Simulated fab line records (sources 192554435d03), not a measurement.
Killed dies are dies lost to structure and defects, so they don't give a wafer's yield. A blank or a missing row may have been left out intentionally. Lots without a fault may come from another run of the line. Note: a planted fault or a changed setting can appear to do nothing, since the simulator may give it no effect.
Comparing a struck lot with a sound one	flow n5 finfet	37 steps out of a route of 1938
Sound: wafers L888.3, L888.4, L888.6. Struck: wafer L895.3 (left out: L895.2, L895.5 of the same lot, which were not struck); the cause appears at the end.
At each step with rows: each side's tool, then ch and its chambers, then its first start. Under that, the readings that differ: sound wafers	struck wafers	difference of the means	sigmas: that difference in standard deviations of wafers without a fault.
alike: a reading whose means differ by less than 2 such deviations, as well as words and numbers matching on both sides. not compared: withheld readings; readings where some wafer has no value; bounds like >300 that might hide an equal value; numbers whose values overlap and for which the record gives no deviation.
Wherever a step has rows on one side only, a row that says differs or no value, or a row with sigmas, the two part there. Non-overlapping numbers with no deviation appear without sigmas and do not part them. A reading that every wafer of one side lacks parts them only if that side has two wafers or more.

first, 9 steps without rows for these wafers: N5_BEOL_M6_ALD_77 (deposits TaN, target thk 2 nm, pulse time 2 s, purge time 3 s); N5_BEOL_M6_SURFACE_TREAT_79; N5_BEOL_M6_CVD_78 (deposits Co from CCTBA/H2, target thk 2 nm, time 142.3 s); N5_BEOL_M6_SPUTTER_48 (material Cu, target thk 10 nm, time 1.667 s); N5_BEOL_M6_ECD_50 (material Cu, target thk 300 nm); N5_BEOL_M6_ANNEAL_51 (time 90 s); N5_BEOL_M6_CMP_52 (polishes, stops on SiCOH lowk, t overpolish 6.9 s, target thk 80 nm); N5_BEOL_M6_PRE_CLEAN_55 (time 15 s); N5_BEOL_M6_DEP_56 (deposits SiCN from 3MS/NH3, target thk 10 nm, time 17.5 s).
N5_BEOL_M7_ILD_DEP_00: deposits SiCOH lowk from DEMS/porogen, target thk 179.75 nm, time 33.4 s.
  sound on pecvd-02 ch 0,1,2, day 10 14:10; struck on pecvd-02 ch 1, day 12 00:13
reading	sound	struck	difference	sigmas
model.SiCOH_lowk_of_BEOL_M7_ILD_DEP_00.thk nm (nm)	179.6 181 183.2	170.2	-11.1	
  alike: heater power w, showerhead plenum p Torr, throttle valve pct
  not compared: rf fwd power W
then, 1 step without rows for these wafers: N5_BEOL_M7_CURE_74 (cures SiCOH lowk, time 240 s).
N5_BEOL_M7_THK_MEAS_01:
  struck on film metro-01, day 12 00:55; sound on film metro-01, day 10 14:44
reading	sound	struck	difference	sigmas
M7_ILD_THK (nm)	154.8 156.0 158.0	146.6	-9.7	-5
then, 23 steps without rows for these wafers: N5_BEOL_M7_PECVD_70 (deposits SiO2 from TEOS/O2, target thk 20 nm, time 22.7 s); N5_BEOL_M7_HM_DEP_02 (deposits TiN, target thk 20 nm); N5_BEOL_M7_COAT_59 (time 60 s, resist thk 100 nm); N5_BEOL_M7_COAT_60 (time 60 s, resist thk 35 nm); N5_BEOL_M7_COAT_05 (resist thk 90 nm); N5_BEOL_M7_EBR_07; N5_BEOL_M7_SOFTBAKE_06 (time 60 s); N5_BEOL_M7_EXPOSE_08 (exposes mask M7); N5_BEOL_M7_PEB_09 (peb time 60 s); N5_BEOL_M7_DEVELOP_10 (develop time 30 s); N5_BEOL_M7_DESCUM_16 (chemistry O2, time 7.9 s); N5_BEOL_M7_ETCH_61 (etches SiARC in CF4, target depth 45.5 nm, time 75.8 s); N5_BEOL_M7_ETCH_62 (etches SOC in N2/H2, target depth 110 nm, overetch 22 nm, time 165 s); N5_BEOL_M7_STRIP_68 (strips in N2/H2); N5_BEOL_M7_STRIP_67 (strips in CF4); N5_BEOL_M7_HM_OPEN_17 (chemistry Cl2/BCl3, target TiN, target depth 20 nm, overetch 6 nm); N5_BEOL_M7_STRIP_19 (strips in O2); N5_BEOL_M7_COAT_63 (time 60 s, resist thk 60 nm); N5_BEOL_M7_COAT_64 (time 60 s, resist thk 12 nm); N5_BEOL_M7_COAT_71 (time 60 s, resist thk 5 nm); N5_BEOL_M7_COAT_22 (resist thk 30 nm); N5_BEOL_M7_EBR_24; N5_BEOL_M7_SOFTBAKE_23 (time 60 s).
N5_BEOL_M7_CMP_52: polishes, stops on SiCOH lowk, t overpolish 6.9 s, target thk 80 nm.
  sound on cmp-03 ch 0,1,3, day 10 23:22; struck on cmp-01 ch 3, day 12 10:01
reading	sound	struck	difference	sigmas
model.SiCOH_lowk_of_BEOL_M7_ILD_DEP_00.thk nm (nm)	151.8 153 155	143.8	-9.5	
  alike: barrier field endpoint s, head pressure psi, motor current A, overpolish run s, retaining ring pressure frac, time to endpoint s
-- a jump in the record: the struck wafers' starts before and after are 3 days apart (it breaks off in module BEOL_M7 and resumes in module PASSIVATION, where the first step shown is number 1936 of the route) --
N5_PASSIVATION_PROBE_49:
  struck on prober-02, day 15 16:55; sound on prober-01, day 14 05:00
reading	sound	struck	difference	sigmas
killed at front end	43 42 32	61	+22	+2
  alike: defect limited yield, killed_at_M0_to_M3, killed_at_M4_up, killed at contacts, killed at other, killed dies, killed open, killed short, sort_bin_5_function, sort_bin_6_memory, sort n pass, sort yield pct

WHERE THEY PART
Earliest at N5_BEOL_M7_THK_MEAS_01; latest, in this record, at N5_PASSIVATION_PROBE_49.

WHY: the cause the simulator had injected
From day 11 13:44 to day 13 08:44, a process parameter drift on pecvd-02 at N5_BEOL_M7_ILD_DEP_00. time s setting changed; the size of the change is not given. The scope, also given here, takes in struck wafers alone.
